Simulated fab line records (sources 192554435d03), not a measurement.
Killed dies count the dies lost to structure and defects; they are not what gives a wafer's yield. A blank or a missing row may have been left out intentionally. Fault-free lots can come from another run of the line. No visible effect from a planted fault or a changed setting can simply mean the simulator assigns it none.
Lot-split experiment :: flow n5Finfet :: route with 1938 steps; 7 lots, 39 wafers read

## THE SPLIT ITSELF
At N5_HKMG_FIN_ALD_72 (deposits W, target thk 2 nm, pulse time 1 s, purge time 2 s), the setting aldCycles was moved away from the recipe's 7 on 15 of the 39 wafers read, by -57.1% to +57.1%. For the rest of the wafers, this setting stayed at what the recipe calls for.

The reading is taken at the split's own step.

## THE READING
W_of_HKMG_FIN_ALD_72.thkNm (the simulator's own value, which no gauge read), in nm, at N5_HKMG_FIN_ALD_72 (deposits W, target thk 2 nm, pulse time 1 s, purge time 2 s). The file does not state a usual value for it. Across the 24 wafers here that went through the recipe, the average is 2.0 nm and the standard deviation 0.091 nm.

wafer: L077.1
tool, chamber at the split: cvdW-01, 1,0,0
aldCycles as run: 11
against the recipe: +57.1%
W_of_HKMG_FIN_ALD_72.thkNm, nm: 3.2
against lot-mates on the recipe: +1.1

wafer: L077.2
tool, chamber at the split: cvdW-01, 1,0,0
aldCycles as run: 11
against the recipe: +57.1%
W_of_HKMG_FIN_ALD_72.thkNm, nm: 3.2
against lot-mates on the recipe: +1.1

wafer: L077.4
tool, chamber at the split: cvdW-01, 1,0,0
aldCycles as run: 11
against the recipe: +57.1%
W_of_HKMG_FIN_ALD_72.thkNm, nm: 3.2
against lot-mates on the recipe: +1.1

wafer: L077.3
tool, chamber at the split: cvdW-01, 1
aldCycles as run: 7
against the recipe: recipe
W_of_HKMG_FIN_ALD_72.thkNm, nm: 2.2
against lot-mates on the recipe: -

wafer: L077.6
tool, chamber at the split: cvdW-01, 1
aldCycles as run: 7
against the recipe: recipe
W_of_HKMG_FIN_ALD_72.thkNm, nm: 2.2
against lot-mates on the recipe: -

wafer: L077.5
tool, chamber at the split: cvdW-01, 0
aldCycles as run: 7
against the recipe: recipe
W_of_HKMG_FIN_ALD_72.thkNm, nm: 2
against lot-mates on the recipe: -

wafer: L082.1
tool, chamber at the split: cvdW-02, 1,0
aldCycles as run: 7
against the recipe: recipe
W_of_HKMG_FIN_ALD_72.thkNm, nm: 2
against lot-mates on the recipe: -

wafer: L082.4
tool, chamber at the split: cvdW-02, 1,0
aldCycles as run: 7
against the recipe: recipe
W_of_HKMG_FIN_ALD_72.thkNm, nm: 2
against lot-mates on the recipe: -

wafer: L082.2
tool, chamber at the split: cvdW-02, 0,1
aldCycles as run: 10
against the recipe: +42.9%
W_of_HKMG_FIN_ALD_72.thkNm, nm: 2.8
against lot-mates on the recipe: +0.7

wafer: L082.5
tool, chamber at the split: cvdW-02, 0,1
aldCycles as run: 10
against the recipe: +42.9%
W_of_HKMG_FIN_ALD_72.thkNm, nm: 2.8
against lot-mates on the recipe: +0.7

wafer: L082.3
tool, chamber at the split: cvdW-02, 1
aldCycles as run: 7
against the recipe: recipe
W_of_HKMG_FIN_ALD_72.thkNm, nm: 2.2
against lot-mates on the recipe: -

wafer: L082.6
tool, chamber at the split: cvdW-02, 0
aldCycles as run: 10
against the recipe: +42.9%
W_of_HKMG_FIN_ALD_72.thkNm, nm: 3
against lot-mates on the recipe: +0.9

wafer: L085.1
tool, chamber at the split: cvdW-02, 0
aldCycles as run: 7
against the recipe: recipe
W_of_HKMG_FIN_ALD_72.thkNm, nm: 2
against lot-mates on the recipe: -

wafer: L085.2
tool, chamber at the split: cvdW-02, 1,1,0
aldCycles as run: 6
against the recipe: -14.3%
W_of_HKMG_FIN_ALD_72.thkNm, nm: 1.6
against lot-mates on the recipe: -0.3

wafer: L085.3
tool, chamber at the split: cvdW-02, 1,1,0
aldCycles as run: 6
against the recipe: -14.3%
W_of_HKMG_FIN_ALD_72.thkNm, nm: 1.6
against lot-mates on the recipe: -0.3

wafer: L085.5
tool, chamber at the split: cvdW-02, 1,1,0
aldCycles as run: 6
against the recipe: -14.3%
W_of_HKMG_FIN_ALD_72.thkNm, nm: 1.6
against lot-mates on the recipe: -0.3

wafer: L085.4
tool, chamber at the split: cvdW-02, 0,1
aldCycles as run: 7
against the recipe: recipe
W_of_HKMG_FIN_ALD_72.thkNm, nm: 1.8
against lot-mates on the recipe: -

wafer: L085.6
tool, chamber at the split: cvdW-02, 0,1
aldCycles as run: 7
against the recipe: recipe
W_of_HKMG_FIN_ALD_72.thkNm, nm: 1.8
against lot-mates on the recipe: -

wafer: L087.1
tool, chamber at the split: cvdW-01, 1,0
aldCycles as run: 3
against the recipe: -57.1%
W_of_HKMG_FIN_ALD_72.thkNm, nm: 0.8
against lot-mates on the recipe: -1.2

wafer: L087.2
tool, chamber at the split: cvdW-01, 1,0
aldCycles as run: 3
against the recipe: -57.1%
W_of_HKMG_FIN_ALD_72.thkNm, nm: 0.8
against lot-mates on the recipe: -1.2

wafer: L087.3
tool, chamber at the split: cvdW-01, 1
aldCycles as run: 3
against the recipe: -57.1%
W_of_HKMG_FIN_ALD_72.thkNm, nm: 1
against lot-mates on the recipe: -1.0

wafer: L087.4
tool, chamber at the split: cvdW-01, 0,1,0
aldCycles as run: 7
against the recipe: recipe
W_of_HKMG_FIN_ALD_72.thkNm, nm: 2
against lot-mates on the recipe: -

wafer: L087.5
tool, chamber at the split: cvdW-01, 0,1,0
aldCycles as run: 7
against the recipe: recipe
W_of_HKMG_FIN_ALD_72.thkNm, nm: 2
against lot-mates on the recipe: -

wafer: L087.6
tool, chamber at the split: cvdW-01, 0,1,0
aldCycles as run: 7
against the recipe: recipe
W_of_HKMG_FIN_ALD_72.thkNm, nm: 2
against lot-mates on the recipe: -

wafer: L088.1
tool, chamber at the split: cvdW-02, 1,0,1
aldCycles as run: 7
against the recipe: recipe
W_of_HKMG_FIN_ALD_72.thkNm, nm: 2
against lot-mates on the recipe: -

wafer: L088.2
tool, chamber at the split: cvdW-02, 1,0,1
aldCycles as run: 7
against the recipe: recipe
W_of_HKMG_FIN_ALD_72.thkNm, nm: 2
against lot-mates on the recipe: -

wafer: L088.6
tool, chamber at the split: cvdW-02, 1,0,1
aldCycles as run: 7
against the recipe: recipe
W_of_HKMG_FIN_ALD_72.thkNm, nm: 2
against lot-mates on the recipe: -

wafer: L088.3
tool, chamber at the split: cvdW-02, 1,0
aldCycles as run: 4
against the recipe: -42.9%
W_of_HKMG_FIN_ALD_72.thkNm, nm: 1
against lot-mates on the recipe: -1.0

wafer: L088.4
tool, chamber at the split: cvdW-02, 1,0
aldCycles as run: 4
against the recipe: -42.9%
W_of_HKMG_FIN_ALD_72.thkNm, nm: 1
against lot-mates on the recipe: -1.0

wafer: L088.5
tool, chamber at the split: cvdW-02, 0
aldCycles as run: 4
against the recipe: -42.9%
W_of_HKMG_FIN_ALD_72.thkNm, nm: 1.2
against lot-mates on the recipe: -0.8

wafer: L092.1
tool, chamber at the split: cvdW-02, 0,1,0
aldCycles as run: 7
against the recipe: recipe
W_of_HKMG_FIN_ALD_72.thkNm, nm: 2
against lot-mates on the recipe: -

wafer: L092.2
tool, chamber at the split: cvdW-02, 0,1,0
aldCycles as run: 7
against the recipe: recipe
W_of_HKMG_FIN_ALD_72.thkNm, nm: 2
against lot-mates on the recipe: -

wafer: L092.5
tool, chamber at the split: cvdW-02, 0,1,0
aldCycles as run: 7
against the recipe: recipe
W_of_HKMG_FIN_ALD_72.thkNm, nm: 2
against lot-mates on the recipe: -

wafer: L094.1
tool, chamber at the split: cvdW-01, 1,0,1,0,1,0
aldCycles as run: 7
against the recipe: recipe
W_of_HKMG_FIN_ALD_72.thkNm, nm: 2
against lot-mates on the recipe: -

wafer: L094.2
tool, chamber at the split: cvdW-01, 1,0,1,0,1,0
aldCycles as run: 7
against the recipe: recipe
W_of_HKMG_FIN_ALD_72.thkNm, nm: 2
against lot-mates on the recipe: -

wafer: L094.3
tool, chamber at the split: cvdW-01, 1,0,1,0,1,0
aldCycles as run: 7
against the recipe: recipe
W_of_HKMG_FIN_ALD_72.thkNm, nm: 2
against lot-mates on the recipe: -

wafer: L094.4
tool, chamber at the split: cvdW-01, 1,0,1,0,1,0
aldCycles as run: 7
against the recipe: recipe
W_of_HKMG_FIN_ALD_72.thkNm, nm: 2
against lot-mates on the recipe: -

wafer: L094.5
tool, chamber at the split: cvdW-01, 1,0,1,0,1,0
aldCycles as run: 7
against the recipe: recipe
W_of_HKMG_FIN_ALD_72.thkNm, nm: 2
against lot-mates on the recipe: -

wafer: L094.6
tool, chamber at the split: cvdW-01, 1,0,1,0,1,0
aldCycles as run: 7
against the recipe: recipe
W_of_HKMG_FIN_ALD_72.thkNm, nm: 2
against lot-mates on the recipe: -
If several chambers appear in one row, that row covers several wafers at once and the file leaves open which wafer was in which chamber.

THE FIT
A straight line over all 39 wafers: W_of_HKMG_FIN_ALD_72.thkNm changes by +0.0208 nm for each +1% of aldCycles; r = +0.99; the points scatter about the line by 0.094 nm.
The same after taking each lot's own level away (the mean of its wafers on the recipe; 39 wafers): +0.0196 nm for each +1%; r = +0.99; scatter 0.072 nm.
That fit puts the effect of the largest move of aldCycles on the reading at 1.1 nm.
Measured against the standard deviation above, the lots' own levels, which go from 1.87 to 2.13 nm, span 2.9 times it.
Consequently the slope shifts little with the lot-to-lot level, the two slopes agreeing.
Check: with one of the wafers moved furthest among these (+57.1%) left out of the fit, the line predicts +1.11 nm for it against its lot-mates. It came out at +1.07 nm against them.

## FILE'S OWN FIT
W_of_HKMG_FIN_ALD_72.thkNm changes by +0.0196 nm for each +1% of aldCycles, r = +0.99.
